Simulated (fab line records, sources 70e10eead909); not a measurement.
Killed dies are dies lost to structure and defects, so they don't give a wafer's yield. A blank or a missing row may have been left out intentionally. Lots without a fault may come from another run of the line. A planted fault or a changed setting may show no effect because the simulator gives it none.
Which tool was responsible? | flow nand harc | 12 lots with 36 wafers sampled at 6 steps, on a route of 1159 steps

== WHAT THE GAUGES READ, wafer by wafer ==
NHARC_P_M2_INSPECT_27. Usual: raw defect count reads 314 (standard deviation 110).
lot  | measured     | on                | raw defect count | flag
L122 | day 6 15:46  | defect inspect-01 | 250 188 174      |
L123 | day 6 21:31  | defect inspect-01 | 322 230 257      |
L124 | day 6 22:02  | defect inspect-02 | 437 304 310      |
L126 | day 7 09:05  | defect inspect-01 | 328 372 422      |
L128 | day 7 14:28  | defect inspect-02 | 432 284 249      |
L130 | day 8 10:02  | defect inspect-02 | 266 287 301      |
L131 | day 8 11:03  | defect inspect-02 | 419 365 780      |
L132 | day 9 01:11  | defect inspect-01 | 221 230 422      |
L133 | day 9 02:10  | defect inspect-02 | 151 389 243      |
L135 | day 9 10:58  | defect inspect-02 | 238 261 215      |
L144 | day 11 18:20 | defect inspect-02 | 280 226 215      |
L145 | day 12 08:46 | defect inspect-01 | 368 386 230      |

NHARC_END_SORT_01. Usual: defect limited yield 95.2 %, standard deviation 1.6; killed at array 29, standard deviation 11; killed at other 0.7, standard deviation 1.1; killed at periphery 3.1, standard deviation 2; killed dies 33, standard deviation 11; killed open 3.5, standard deviation 1.8; killed short 2.0, standard deviation 1.4; sort_bin_2_pct 1.5 %, standard deviation 0.6; sort_bin_3_pct 0.24 %, standard deviation 0.19; sort_bin_4_pct 3.1 %, standard deviation 1.1; sort n pass 644, standard deviation 11; sort rim yield pct 96.5 %, standard deviation 2.3; sort yield pct 95.2 %, standard deviation 1.6.
lot  | measured     | on        | defect limited yield (%) | killed at array | killed at other | killed at periphery | killed dies | killed open | killed short | sort_bin_2_pct (%) | sort_bin_3_pct (%) | sort_bin_4_pct (%) | sort n pass | sort rim yield pct (%) | sort yield pct (%) | flag
L122 | day 20 08:43 | prober-01 | 96.6 96.6 96.2           | 19 20 21        | 0 0 0           | 4 3 5               | 23 23 26    | 4 4 5       | 0 1 0        | 1.5 1.2 1.3        | 0.15 0.15 0.15     | 1.8 2.1 2.4        | 654 654 651 | 95.3 100.0 97.2        | 96.6 96.6 96.2     |
L126 | day 20 16:29 | prober-01 | 95.1 94.2 94.4           | 33 38 34        | 0 0 0           | 0 1 4               | 33 39 38    | 1 5 5       | 0 0 4        | 1.8 1.8 2.2        | 0.15 0.74 0.30     | 3.0 3.2 3.1        | 644 638 639 | 96.2 93.4 100.0        | 95.1 94.2 94.4     |
L135 | day 22 15:48 | prober-02 | 95.6 94.1                | 28 39           | 0 1             | 2 0                 | 30 40       | 3 2         | 3 4          | 0.9 1.9            | 0.30 0.44          | 3.2 3.5            | 647 637     | 97.2 97.2              | 95.6 94.1          |

== WHICH TOOL RAN EACH LOT (tool, then ch and the chambers of the sampled wafers, then the start) ==
lot  | NHARC_P_M2_PRE_CLEAN_30                 | NHARC_P_M2_ECD_22              | NHARC_P_M2_CMP_23             | NHARC_P_BONDPAD_DEP_00
L122 | pvd sputter-03, day 6 14:34 or earlier  | ecd cu-01 ch 0,1, day 6 14:34  | cmp-04 ch 1,2,3, day 6 15:21  | pecvd-03 ch 0,2, day 6 16:19
L123 | pvd sputter-03, day 6 20:26 or earlier  | ecd cu-01 ch 0,1, day 6 20:26  | cmp-04 ch 1,2, day 6 21:04    | pecvd-01 ch 0,2, day 6 22:07
L124 | pvd sputter-02, day 6 20:50 or earlier  | ecd cu-02 ch 0,1, day 6 20:50  | cmp-04 ch 1,2,3, day 6 21:35  | pecvd-03 ch 0,2, day 6 22:38
L126 | pvd sputter-03, day 7 07:53 or earlier  | ecd cu-01 ch 0,1, day 7 07:53  | cmp-04 ch 0,1, day 7 08:37    | pecvd-01 ch 0,1,2, day 7 09:49
L128 | pvd sputter-03, day 7 13:16 or earlier  | ecd cu-02 ch 0,1, day 7 13:16  | cmp-01 ch 2,3, day 7 13:59    | pecvd-03 ch 1,2, no start
L130 | pvd sputter-02, day 8 08:56 or earlier  | ecd cu-02 ch 0,1, day 8 08:56  | cmp-04 ch 2,3, day 8 09:33    | pecvd-04 ch 0,1, day 8 10:38
L131 | pvd sputter-02, day 8 09:51 or earlier  | ecd cu-02 ch 0,1, day 8 09:51  | cmp-03 ch 0,1, day 8 10:34    | pecvd-04 ch 0,1,2, day 8 11:42
L132 | pvd sputter-02, day 9 00:02 or earlier  | ecd cu-02 ch 0,1, day 9 00:02  | cmp-04 ch 2,3, day 9 00:44    | pecvd-04 ch 0,1,2, day 9 01:47
L133 | pvd sputter-02, day 9 01:01 or earlier  | ecd cu-02 ch 0,1, day 9 01:01  | cmp-04 ch 2,3, day 9 01:42    | pecvd-03 ch 1,2, no start
L135 | pvd sputter-01, day 9 09:52 or earlier  | ecd cu-02 ch 0,1, day 9 09:52  | cmp-03 ch 2,3, day 9 10:29    | pecvd-01 ch 1,2, day 9 11:48
L144 | pvd sputter-01, day 11 17:07 or earlier | ecd cu-01 ch 1, day 11 17:07   | cmp-04 ch 0,1,2, day 11 17:55 | pecvd-01 ch 0,1, day 11 18:56
L145 | pvd sputter-02, day 12 07:38 or earlier | ecd cu-01 ch 0,1, day 12 07:38 | cmp-01 ch 0,2,3, day 12 08:23 | pecvd-01 ch 0,1, day 12 09:20
- NHARC_P_M2_PRE_CLEAN_30: time 30 s.
- NHARC_P_M2_ECD_22: material Cu, target thk 400 nm.
- NHARC_P_M2_CMP_23: polishes, t overpolish 20 s, target thk 144.3 nm.
- NHARC_P_BONDPAD_DEP_00: deposits SiCN, target thk 250 nm.

== AS READ BY THE TOOLS THEMSELVES (means over the sampled wafers that have a number; for cases with no such wafer, the mark the record gives instead) ==
NHARC_P_M2_PRE_CLEAN_30. Usual: heater power w reads 433 W (standard deviation 45).
lot  | tool           | heater power w (W) | flag
L122 | pvd sputter-03 | 447                |
L123 | pvd sputter-03 | 418                |
L124 | pvd sputter-02 | 430                |
L126 | pvd sputter-03 | 451                |
L128 | pvd sputter-03 | 404                |
L130 | pvd sputter-02 | 435                |
L131 | pvd sputter-02 | 421                |
L132 | pvd sputter-02 | 433                |
L133 | pvd sputter-02 | 403                |
L135 | pvd sputter-01 | 450                |
L144 | pvd sputter-01 | 444                |
L145 | pvd sputter-02 | 418                |

NHARC_P_M2_CMP_23. Usual: motor current A 12.0 A, standard deviation 0.96; retaining ring pressure frac 1.000, standard deviation 0.0051; slurry flow ml min 150.0, standard deviation 0.55; time to endpoint s 29 s, standard deviation 3.2.
lot  | tool   | motor current A (A) | retaining ring pressure frac | slurry flow ml min | time to endpoint s (s) | flag
L122 | cmp-04 | 12.0                | 0.996                        | 149.7              | 26                     |
L123 | cmp-04 | 12.6                | 0.999                        | 149.8              | 28                     |
L124 | cmp-04 | 11.9                | 1.000                        | 149.8              | 28                     |
L126 | cmp-04 | 13.1                | 0.996                        | 149.6              | 32                     |
L128 | cmp-01 | 12.9                | 1.000                        | 150.3              | 29                     |
L130 | cmp-04 | 11.4                | 1.000                        | 150.2              | 24                     |
L131 | cmp-03 | 10.6                | 0.999                        | 150.1              | 28                     |
L132 | cmp-04 | 11.5                | 1.003                        | 149.9              | 24                     |
L133 | cmp-04 | 11.7                | 0.998                        | 149.9              | 26                     |
L135 | cmp-03 | 12.4                | 0.999                        | 150.4              | 26                     |
L144 | cmp-04 | 12.6                | 1.001                        | 150.2              | 31                     |
L145 | cmp-01 | 12.6                | 0.998                        | 149.5              | 30                     |

NHARC_P_BONDPAD_DEP_00. Usual: chamber pressure Torr 3.001 Torr, standard deviation 0.007; heater power w 593 W, standard deviation 59.
lot  | tool     | chamber pressure Torr (Torr) | heater power w (W) | flag
L122 | pecvd-03 | 3.006                        | 550                |
L123 | pecvd-01 | 3.012                        | 557                |
L124 | pecvd-03 | 2.996                        | 520                |
L126 | pecvd-01 | 3.009                        | 543                |
L128 | pecvd-03 | 3.000                        | 532                |
L130 | pecvd-04 | 2.996                        | 573                |
L131 | pecvd-04 | 2.999                        | 670                |
L132 | pecvd-04 | 3.002                        | 611                |
L133 | pecvd-03 | 2.996                        | 526                |
L135 | pecvd-01 | 3.001                        | 631                |
L144 | pecvd-01 | 2.995                        | 578                |
L145 | pecvd-01 | 3.002                        | 627                |

== THE ANSWER, worked out from the rows above alone ==
Rule: lot off if the mean of its wafers having a number is beyond 3 standard deviations from the usual mean. Also off: a lot with no number at a reading for which 4 or more lots have one. Where the step has rows for the other lots, those lots are counted as sound. Order of review: gauges by route order, followed by the tools' own readings, for which a lot's mean as printed above is used. The first step at which some lot is off is used, and at that step the reading that is off furthest; a lot without a number counts as furthest.
No lot is off on any of the readings shown, so nothing can be concluded from this.

== WHAT THE SIMULATOR PUT IN ==
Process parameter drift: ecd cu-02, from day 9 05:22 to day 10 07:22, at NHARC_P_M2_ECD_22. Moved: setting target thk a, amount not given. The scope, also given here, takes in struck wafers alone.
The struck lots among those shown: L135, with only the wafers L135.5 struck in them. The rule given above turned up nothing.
